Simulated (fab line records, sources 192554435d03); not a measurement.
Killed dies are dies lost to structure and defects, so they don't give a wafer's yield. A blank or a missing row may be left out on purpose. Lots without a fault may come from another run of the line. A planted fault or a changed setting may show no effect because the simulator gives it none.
Which tool did it? | flow n5_finfet | 24 lots, 72 wafers sampled, at 6 steps of a route of 1938

WHAT THE GAUGES READ, wafer by wafer
N5_FIN_SAQP_CD_MEAS_27: target cd 20 nm. Usual: cd_nm 20.37 nm, standard deviation 0.23.
lot  | measured    | on        | cd_nm (nm)        | flag
L074 | day 2 00:42 | cd_sem-02 | 20.65 20.21 20.68 |
L075 | day 2 07:05 | cd_sem-01 | 20.47 20.68 20.37 |
L076 | day 2 13:49 | cd_sem-01 | 20.29 20.16 20.08 |
L077 | day 2 17:43 | cd_sem-01 | 20.15 20.49 20.77 |
L078 | day 3 00:03 | cd_sem-02 | 20.07 20.56 20.54 |
L079 | day 3 06:07 | cd_sem-01 | 20.85 20.74 20.32 |
L080 | day 3 12:03 | cd_sem-03 | 20.52 20.47 20.78 |
L081 | day 3 18:14 | cd_sem-03 | 20.18 20.14 20.50 |
L082 | day 4 01:26 | cd_sem-02 | 20.49 20.14 20.32 |
L083 | day 4 08:05 | cd_sem-01 | 20.46 20.12 20.29 |
L084 | day 4 12:05 | cd_sem-01 | 20.33 20.35 20.45 |
L085 | day 4 19:06 | cd_sem-02 | 20.53 20.47 20.10 |
L086 | day 5 01:50 | cd_sem-01 | 20.84 20.15 20.10 |
L087 | day 5 07:36 | cd_sem-02 | 19.92 20.28 20.36 |
L088 | day 5 11:48 | cd_sem-02 | 20.05 20.41 20.41 |
L089 | day 5 18:26 | cd_sem-03 | 20.24 20.54 20.34 |
L090 | day 6 00:43 | cd_sem-02 | 20.15 20.50 20.41 |
L091 | day 6 06:33 | cd_sem-03 | 20.10 20.39 20.17 |
L092 | day 6 13:19 | cd_sem-01 | 20.43 20.26 20.16 |
L093 | day 6 19:22 | cd_sem-01 | 20.49 20.38 20.43 |
L094 | day 7 03:04 | cd_sem-02 | 20.61 20.89 21.07 |
L095 | day 7 06:49 | cd_sem-01 | 20.72 20.58 20.40 |
L096 | day 7 11:58 | cd_sem-01 | 20.40 20.22 19.87 |
L097 | day 7 17:52 | cd_sem-02 | 20.43 20.31 20.28 |

N5_SD_EPI_P_INSPECT_11: inspects for defects (macro). Usual: raw_defect_count 2.2, standard deviation 1.4.
lot  | measured    | on                | raw_defect_count | flag
L074 | day 3 05:58 | defect_inspect-02 | 1 1 0            |
L075 | day 3 13:14 | defect_inspect-02 | 0 2 2            |
L076 | day 3 18:40 | defect_inspect-01 | 1 4 4            |
L077 | day 4 01:59 | defect_inspect-01 | 2 4 2            |
L078 | day 4 05:52 | defect_inspect-01 | 2 1 1            |
L079 | day 4 11:46 | defect_inspect-02 | 0 1 2            |
L080 | day 4 17:08 | defect_inspect-02 | 2 2 2            |
L081 | day 5 01:25 | defect_inspect-01 | 4 2 3            |
L082 | day 5 07:02 | defect_inspect-02 | 3 3 1            |
L083 | day 5 13:35 | defect_inspect-02 | 1 4 4            |
L084 | day 5 20:51 | defect_inspect-01 | 1 4 0            |
L085 | day 6 01:09 | defect_inspect-01 | 4 4 0            |
L086 | day 6 08:31 | defect_inspect-02 | 1 3 1            |
L087 | day 6 12:32 | defect_inspect-02 | 5 2 2            |
L088 | day 6 17:11 | defect_inspect-01 | 3 2 0            |
L089 | day 6 22:56 | defect_inspect-02 | 4 0 1            |
L090 | day 7 06:19 | defect_inspect-02 | 1 5 4            |
L091 | day 7 12:34 | defect_inspect-02 | 3 3 4            |
L092 | day 7 19:53 | defect_inspect-01 | 1 4 3            |
L093 | day 8 00:22 | defect_inspect-01 | 1 4 1            |
L094 | day 8 07:57 | defect_inspect-01 | 0 3 2            |
L095 | day 8 12:49 | defect_inspect-02 | 1 0 3            |
L096 | day 8 16:49 | defect_inspect-01 | 3 4 6            |
L097 | day 9 02:10 | defect_inspect-02 | 0 3 4            |

WHICH TOOL RAN EACH LOT (tool, then ch and the chambers of the sampled wafers, then the start)
lot  | N5_STI_FIN_REVEAL_ETCH_34       | N5_DUMMY_GATE_ALD_02             | N5_DUMMY_GATE_HM_OPEN_21          | N5_SD_EPI_N_ETCH_35
L074 | rie_si-06 ch 0,3, day 2 13:40   | ald_sin-01 ch 1,2,3, day 2 14:28 | rie_diel-04 ch 0,1,2, day 2 23:31 | rie_diel-05 ch 0,1,3, day 3 01:20
L075 | rie_si-04 ch 0,1,3, day 2 19:05 | ald_sin-01 ch 0,1, day 2 19:53   | rie_diel-06 ch 2,3, day 3 06:43   | rie_diel-01 ch 2,3, day 3 08:54
L076 | rie_si-04 ch 1,2,3, day 3 01:23 | ald_sin-01 ch 0,2,3, day 3 02:17 | rie_diel-02 ch 0,1,2, day 3 11:26 | rie_diel-03 ch 0,1,3, day 3 13:35
L077 | rie_si-06 ch 0,2,3, day 3 06:53 | ald_sin-02 ch 1,3, day 3 08:01   | rie_diel-02 ch 0,2, day 3 19:05   | rie_diel-05 ch 0,3, day 3 21:03
L078 | rie_si-06 ch 0,1, day 3 12:04   | ald_sin-04 ch 0,1,2, day 3 12:53 | rie_diel-02 ch 1,3, day 3 22:03   | rie_diel-01 ch 0,3, day 4 01:37
L079 | rie_si-02 ch 1,2, day 3 17:46   | ald_sin-04 ch 0,1,2, day 3 18:55 | rie_diel-06 ch 0,1,2, day 4 03:59 | rie_diel-05 ch 3, day 4 06:59
L080 | rie_si-02 ch 1,2,3, day 3 23:55 | ald_sin-04 ch 0,3, day 4 01:13   | rie_diel-04 ch 1,2, day 4 10:31   | rie_diel-05 ch 0,1,3, day 4 12:50
L081 | rie_si-02 ch 0,2,3, day 4 06:20 | ald_sin-01 ch 0,1,3, day 4 07:08 | rie_diel-04 ch 0,2, day 4 16:18   | rie_diel-05 ch 0,2,3, day 4 19:43
L082 | rie_si-06 ch 0,1,3, day 4 14:18 | ald_sin-02 ch 0,1,3, day 4 15:09 | rie_diel-04 ch 0,1, day 5 00:17   | rie_diel-01 ch 0,2,3, day 5 02:50
L083 | rie_si-04 ch 0,1,3, day 4 20:35 | ald_sin-04 ch 1,2, day 4 21:31   | rie_diel-04 ch 0,1, day 5 06:39   | rie_diel-01 ch 0,2, day 5 08:31
L084 | rie_si-06 ch 2,3, day 5 01:56   | ald_sin-01 ch 0,1,2, day 5 02:46 | rie_diel-06 ch 0,1, day 5 13:40   | rie_diel-03 ch 1,2,3, day 5 15:45
L085 | rie_si-04 ch 2,3, day 5 08:28   | ald_sin-04 ch 0,1,3, day 5 09:16 | rie_diel-06 ch 0,1,2, day 5 18:19 | rie_diel-03 ch 1,2,3, day 5 20:01
L086 | rie_si-02 ch 0,2,3, day 5 14:57 | ald_sin-01 ch 0,2,3, day 5 16:12 | rie_diel-06 ch 1,2,3, day 6 01:13 | rie_diel-03 ch 0,2,3, day 6 03:14
L087 | rie_si-06 ch 1,2, day 5 20:11   | ald_sin-04 ch 0,1,2, day 5 21:02 | rie_diel-04 ch 1,2, day 6 06:11   | rie_diel-01 ch 2,3, day 6 08:10
L088 | rie_si-02 ch 1,2,3, day 5 23:50 | ald_sin-01 ch 1,2,3, day 6 00:38 | rie_diel-04 ch 1,3, day 6 10:12   | rie_diel-05 ch 0,1,2, day 6 12:25
L089 | rie_si-02 ch 1,3, day 6 06:14   | ald_sin-01 ch 1,2,3, day 6 07:32 | rie_diel-04 ch 0,1, day 6 16:34   | rie_diel-01 ch 0,2, day 6 18:35
L090 | rie_si-04 ch 0,2,3, day 6 12:44 | ald_sin-02 ch 0,2, day 6 13:31   | rie_diel-06 ch 0,1,2, day 6 22:41 | rie_diel-05 ch 1,3, day 7 01:16
L091 | rie_si-02 ch 0,2, day 6 19:46   | ald_sin-01 ch 1,3, day 6 20:35   | rie_diel-06 ch 1,3, day 7 05:38   | rie_diel-03 ch 1,2,3, day 7 07:31
L092 | rie_si-02 ch 1,3, day 7 02:31   | ald_sin-01 ch 0,1, day 7 03:55   | rie_diel-04 ch 1,3, day 7 12:57   | rie_diel-01 ch 0,2, day 7 14:47
L093 | rie_si-04 ch 1,2,3, day 7 07:38 | ald_sin-01 ch 0,1,3, day 7 08:43 | rie_diel-02 ch 0,1,2, day 7 17:45 | rie_diel-05 ch 0,2,3, day 7 19:27
L094 | rie_si-02 ch 0,3, day 7 15:04   | ald_sin-04 ch 0,2,3, day 7 15:54 | rie_diel-04 ch 0,1, day 8 01:04   | rie_diel-01 ch 0,2,3, day 8 02:55
L095 | rie_si-06 ch 0,1, day 7 19:07   | ald_sin-04 ch 0,1,2, day 7 19:56 | rie_diel-02 ch 0,2,3, day 8 04:58 | rie_diel-05 ch 0,1,2, day 8 06:58
L096 | rie_si-06 ch 1,3, day 7 23:39   | ald_sin-04 ch 1,2,3, day 8 00:34 | rie_diel-06 ch 0,2, day 8 09:37   | rie_diel-05 ch 0,2, day 8 12:31
L097 | rie_si-04 ch 0,1,3, day 8 07:34 | ald_sin-02 ch 1,2,3, day 8 08:20 | rie_diel-04 ch 0,1,2, day 8 17:46 | rie_diel-03 ch 1,2,3, day 8 21:51
- N5_STI_FIN_REVEAL_ETCH_34: etches Si in H2, material Si, target depth 0.97 nm.
- N5_DUMMY_GATE_ALD_02: deposits SiO2, target thk 2 nm, pulse time 1 s.
- N5_DUMMY_GATE_HM_OPEN_21: chemistry CH3F/O2, target SiNx, target depth 120 nm, time 171.4 s.
- N5_SD_EPI_N_ETCH_35: etches SOC in N2/H2, overetch 108 nm, time 486 s.

WHAT THE TOOLS THEMSELVES READ (means of the sampled wafers that have a number; where no wafer has one, the mark that the record gives instead)
N5_STI_FIN_REVEAL_ETCH_34. Usual: drypump_motor_current_A 5.7 A, standard deviation 0.51; oes_product_au 1.006 a.u., standard deviation 0.018; throttle_valve_pct 25.7 %, standard deviation 0.55.
lot  | tool      | drypump_motor_current_A (A) | oes_product_au (a.u.) | throttle_valve_pct (%) | flag
L074 | rie_si-06 | 5.0                         | 1.000                 | 26.4                   |
L075 | rie_si-04 | 5.7                         | 1.018                 | 25.6                   |
L076 | rie_si-04 | 5.9                         | 0.993                 | 25.8                   |
L077 | rie_si-06 | 5.3                         | 0.997                 | 26.0                   |
L078 | rie_si-06 | 5.3                         | 1.015                 | 26.3                   |
L079 | rie_si-02 | 5.8                         | 1.015                 | 26.0                   |
L080 | rie_si-02 | 5.7                         | 1.009                 | 25.9                   |
L081 | rie_si-02 | 5.9                         | 1.002                 | 25.6                   |
L082 | rie_si-06 | 5.3                         | 1.006                 | 26.2                   |
L083 | rie_si-04 | 5.7                         | 1.014                 | 25.6                   |
L084 | rie_si-06 | 5.5                         | 0.985                 | 25.4                   |
L085 | rie_si-04 | 5.9                         | 0.997                 | 25.3                   |
L086 | rie_si-02 | 5.9                         | 1.012                 | 25.6                   |
L087 | rie_si-06 | 5.8                         | 0.996                 | 25.2                   |
L088 | rie_si-02 | 5.7                         | 1.020                 | 25.9                   |
L089 | rie_si-02 | 5.7                         | 1.014                 | 26.0                   |
L090 | rie_si-04 | 5.6                         | 1.003                 | 25.2                   |
L091 | rie_si-02 | 6.1                         | 1.010                 | 25.6                   |
L092 | rie_si-02 | 5.5                         | 1.004                 | 25.9                   |
L093 | rie_si-04 | 6.0                         | 1.006                 | 25.8                   |
L094 | rie_si-02 | 6.1                         | 1.001                 | 25.4                   |
L095 | rie_si-06 | 5.4                         | 1.026                 | 26.3                   |
L096 | rie_si-06 | 5.5                         | 1.013                 | 25.8                   |
L097 | rie_si-04 | 5.7                         | 1.005                 | 25.7                   |

N5_DUMMY_GATE_ALD_02. Usual: heater_power_w 484 W, standard deviation 63; precursor_pulse_height_rel 0.998, standard deviation 0.019.
lot  | tool       | heater_power_w (W) | precursor_pulse_height_rel | flag
L074 | ald_sin-01 | 454                | 1.002                      |
L075 | ald_sin-01 | 460                | 1.002                      |
L076 | ald_sin-01 | 455                | 0.987                      |
L077 | ald_sin-02 | 554                | 1.026                      |
L078 | ald_sin-04 | 487                | 0.968                      |
L079 | ald_sin-04 | 490                | 0.993                      |
L080 | ald_sin-04 | 496                | 0.997                      |
L081 | ald_sin-01 | 475                | 1.004                      |
L082 | ald_sin-02 | 521                | 0.986                      |
L083 | ald_sin-04 | 532                | 1.026                      |
L084 | ald_sin-01 | 451                | 0.998                      |
L085 | ald_sin-04 | 536                | 0.988                      |
L086 | ald_sin-01 | 456                | 1.017                      |
L087 | ald_sin-04 | 497                | 0.984                      |
L088 | ald_sin-01 | 459                | 1.005                      |
L089 | ald_sin-01 | 462                | 0.996                      |
L090 | ald_sin-02 | 510                | 0.989                      |
L091 | ald_sin-01 | 483                | 0.988                      |
L092 | ald_sin-01 | 463                | 1.010                      |
L093 | ald_sin-01 | 478                | 1.009                      |
L094 | ald_sin-04 | 458                | 0.988                      |
L095 | ald_sin-04 | 497                | 0.996                      |
L096 | ald_sin-04 | 499                | 0.990                      |
L097 | ald_sin-02 | 529                | 1.009                      |

N5_DUMMY_GATE_HM_OPEN_21. Usual: bias_w 72.99 W, standard deviation 0.23; drypump_motor_current_A 5.7 A, standard deviation 0.34; oes_product_au 0.82 a.u., standard deviation 0.087; rf_vpp_V 299 V, standard deviation 4.1; showerhead_plenum_p_Torr 2.03 Torr, standard deviation 0.077; throttle_valve_pct 16.38 %, standard deviation 0.22.
lot  | tool        | bias_w (W) | drypump_motor_current_A (A) | oes_product_au (a.u.) | rf_vpp_V (V) | showerhead_plenum_p_Torr (Torr) | throttle_valve_pct (%) | flag
L074 | rie_diel-04 | 73.09      | 5.5                         | 0.77                  | 300          | 1.99                            | 16.46                  |
L075 | rie_diel-06 | 72.88      | 5.7                         | 0.82                  | 306          | 2.11                            | 16.27                  |
L076 | rie_diel-02 | 73.03      | 5.7                         | 0.87                  | 296          | 2.09                            | 16.48                  |
L077 | rie_diel-02 | 73.04      | 6.0                         | 0.82                  | 297          | 2.02                            | 16.68                  |
L078 | rie_diel-02 | 73.05      | 5.7                         | 0.94                  | 296          | 2.16                            | 16.04                  |
L079 | rie_diel-06 | 72.72      | 5.9                         | 0.84                  | 298          | 2.02                            | 16.26                  |
L080 | rie_diel-04 | 72.98      | 5.4                         | 0.81                  | 298          | 1.98                            | 16.48                  |
L081 | rie_diel-04 | 73.09      | 5.6                         | 0.74                  | 299          | 1.97                            | 16.48                  |
L082 | rie_diel-04 | 72.73      | 5.6                         | 0.71                  | 303          | 2.01                            | 16.51                  |
L083 | rie_diel-04 | 72.88      | 5.6                         | 0.69                  | 304          | 1.99                            | 16.50                  |
L084 | rie_diel-06 | 73.02      | 6.0                         | 0.84                  | 295          | 1.96                            | 16.23                  |
L085 | rie_diel-06 | 73.09      | 5.9                         | 0.82                  | 298          | 2.02                            | 16.28                  |
L086 | rie_diel-06 | 73.02      | 5.9                         | 0.83                  | 301          | 2.07                            | 16.22                  |
L087 | rie_diel-04 | 72.95      | 5.5                         | 0.75                  | 300          | 1.99                            | 16.53                  |
L088 | rie_diel-04 | 73.33      | 5.7                         | 0.78                  | 299          | 2.03                            | 16.51                  |
L089 | rie_diel-04 | 73.26      | 5.6                         | 0.80                  | 302          | 2.00                            | 16.38                  |
L090 | rie_diel-06 | 72.98      | 5.9                         | 0.81                  | 299          | 2.01                            | 16.30                  |
L091 | rie_diel-06 | 72.97      | 6.0                         | 0.84                  | 298          | 2.02                            | 16.19                  |
L092 | rie_diel-04 | 72.82      | 5.9                         | 0.85                  | 297          | 2.04                            | 16.48                  |
L093 | rie_diel-02 | 72.96      | 5.7                         | 0.82                  | 296          | 2.08                            | 16.54                  |
L094 | rie_diel-04 | 73.17      | 5.6                         | 0.86                  | 302          | 1.98                            | 16.24                  |
L095 | rie_diel-02 | 73.13      | 5.8                         | 0.80                  | 297          | 2.08                            | 16.51                  |
L096 | rie_diel-06 | 72.76      | 5.7                         | 0.75                  | 298          | 1.99                            | 16.47                  |
L097 | rie_diel-04 | 72.70      | 5.5                         | 0.82                  | 300          | 1.98                            | 16.39                  |

N5_SD_EPI_N_ETCH_35. Usual: bias_w 133.0 W, standard deviation 0.4; drypump_motor_current_A 5.6 A, standard deviation 0.41; oes_product_au 0.72 a.u., standard deviation 0.072; rf_vpp_V 240.7 V, standard deviation 1.4; showerhead_plenum_p_Torr 2.54 Torr, standard deviation 0.082; throttle_valve_pct 23.8 %, standard deviation 0.36.
lot  | tool        | bias_w (W) | drypump_motor_current_A (A) | oes_product_au (a.u.) | rf_vpp_V (V) | showerhead_plenum_p_Torr (Torr) | throttle_valve_pct (%) | flag
L074 | rie_diel-05 | 133.1      | 5.5                         | 0.72                  | 242.0        | 2.59                            | 23.7                   |
L075 | rie_diel-01 | 132.8      | 5.6                         | 0.72                  | 240.2        | 2.52                            | 24.2                   |
L076 | rie_diel-03 | 132.8      | 6.0                         | 0.68                  | 240.2        | 2.53                            | 23.9                   |
L077 | rie_diel-05 | 133.0      | 5.5                         | 0.71                  | 241.1        | 2.59                            | 23.7                   |
L078 | rie_diel-01 | 132.9      | 5.1                         | 0.79                  | 240.0        | 2.48                            | 23.4                   |
L079 | rie_diel-05 | 132.9      | 5.6                         | 0.67                  | 240.6        | 2.54                            | 23.9                   |
L080 | rie_diel-05 | 133.5      | 5.5                         | 0.71                  | 241.7        | 2.58                            | 23.7                   |
L081 | rie_diel-05 | 132.7      | 5.7                         | 0.70                  | 242.1        | 2.62                            | 23.7                   |
L082 | rie_diel-01 | 133.6      | 5.4                         | 0.74                  | 240.8        | 2.50                            | 23.8                   |
L083 | rie_diel-01 | 133.1      | 5.3                         | 0.72                  | 240.2        | 2.50                            | 23.7                   |
L084 | rie_diel-03 | 133.1      | 6.1                         | 0.81                  | 241.1        | 2.55                            | 23.8                   |
L085 | rie_diel-03 | 132.8      | 6.1                         | 0.81                  | 240.9        | 2.55                            | 23.8                   |
L086 | rie_diel-03 | 132.7      | 5.7                         | 0.73                  | 240.1        | 2.52                            | 23.8                   |
L087 | rie_diel-01 | 132.9      | 5.4                         | 0.74                  | 240.0        | 2.50                            | 24.0                   |
L088 | rie_diel-05 | 133.1      | 5.8                         | 0.68                  | 241.3        | 2.61                            | 23.8                   |
L089 | rie_diel-01 | 132.5      | 5.6                         | 0.68                  | 238.9        | 2.51                            | 24.1                   |
L090 | rie_diel-05 | 132.5      | 5.5                         | 0.66                  | 241.5        | 2.52                            | 24.0                   |
L091 | rie_diel-03 | 132.6      | 6.1                         | 0.80                  | 241.6        | 2.55                            | 23.8                   |
L092 | rie_diel-01 | 132.6      | 5.3                         | 0.70                  | 240.5        | 2.49                            | 23.7                   |
L093 | rie_diel-05 | 133.3      | 5.8                         | 0.67                  | 240.7        | 2.61                            | 23.8                   |
L094 | rie_diel-01 | 133.0      | 5.4                         | 0.71                  | 239.3        | 2.49                            | 23.8                   |
L095 | rie_diel-05 | 133.4      | 5.7                         | 0.67                  | 241.7        | 2.60                            | 23.8                   |
L096 | rie_diel-05 | 133.1      | 5.8                         | 0.70                  | 242.8        | 2.66                            | 23.6                   |
L097 | rie_diel-03 | 132.9      | 6.1                         | 0.77                  | 240.0        | 2.54                            | 23.8                   |

THE ANSWER, worked out from the rows above alone
Rule: a lot is off if the mean of its wafers that have a number lies more than 3 standard deviations from the usual mean. A lot without any number at a reading at which 4 lots or more have one is off too. The other lots that the step has rows for count as sound. The gauges are gone through in route order, then the tools' own readings, and for those a lot's mean is taken as printed above. The first step at which some lot is off is used, and at that step the reading that is off furthest; a lot without a number counts as furthest.
No lot is off at any reading shown: from this, nothing can be told.

WHAT THE SIMULATOR HAD PUT IN
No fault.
